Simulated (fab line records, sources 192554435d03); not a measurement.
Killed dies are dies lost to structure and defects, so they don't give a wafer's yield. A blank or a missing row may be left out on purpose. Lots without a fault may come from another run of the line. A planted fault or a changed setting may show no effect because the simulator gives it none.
Chamber matching | flow n5_finfet | N5_BEOL_M9_DESCUM_16 on rie_diel-06: 4 sister chambers
The step chemistry O2, time 7.9 s. 8 wafers are shown with their chamber, then 10 later ones without.

WAFERS WITH THEIR CHAMBER
wafer  | chamber | showerhead_plenum_p_Torr (Torr) | drypump_motor_current_A (A)
L081.2 | 2       | 2.16                            | 5.2
L081.6 | 3       | 2.01                            | 5.4
L082.4 | 2       | 2.16                            | 5.3
L083.2 | 0       | 2.05                            | 4.9
L083.3 | 1       | 1.98                            | 5.7
L083.6 | 0       | 2.05                            | 4.9
L084.1 | 1       | 1.97                            | 5.6
L084.3 | 3       | 2.00                            | 5.4

WAFERS WITHOUT THEIR CHAMBER
wafer  | showerhead_plenum_p_Torr (Torr) | drypump_motor_current_A (A)
L084.4 | 2.05                            | 4.9
L085.1 | 1.97                            | 5.7
L085.4 | 1.97                            | 5.6
L085.6 | 2.00                            | 5.4
L087.1 | 2.05                            | 4.9
L087.2 | 2.00                            | 5.3
L087.5 | 2.05                            | 4.9
L095.2 | 2.04                            | 4.9
L095.5 | 2.00                            | 5.4
L095.6 | 2.04                            | 4.9

WHICH CHAMBER EACH WENT THROUGH
wafer  | from the rows above | in truth
L084.4 | 0                   | 0
L085.1 | 1                   | 1
L085.4 | 1                   | 1
L085.6 | 3                   | 3
L087.1 | 0                   | 0
L087.2 | 3                   | 3
L087.5 | 0                   | 0
L095.2 | 0                   | 0
L095.5 | 3                   | 3
L095.6 | 0                   | 0
Placed correctly: 10 of 10. Can't be placed from these rows: 0. Placed wrongly: 0.
How it was worked out, from the rows above alone: a wafer's distance from a chamber is the root of the sum, over the readings, of the square of ((its reading less the chamber's mean) divided by the reading's scatter). The wafer belongs to the nearest chamber; if the next one is less than 2 further off, it can't be placed. A chamber's mean is the mean of its shown wafers. The scatter: the root of (the sum of the squares of (reading less its chamber's mean) over the shown wafers, divided by (wafers less chambers)).
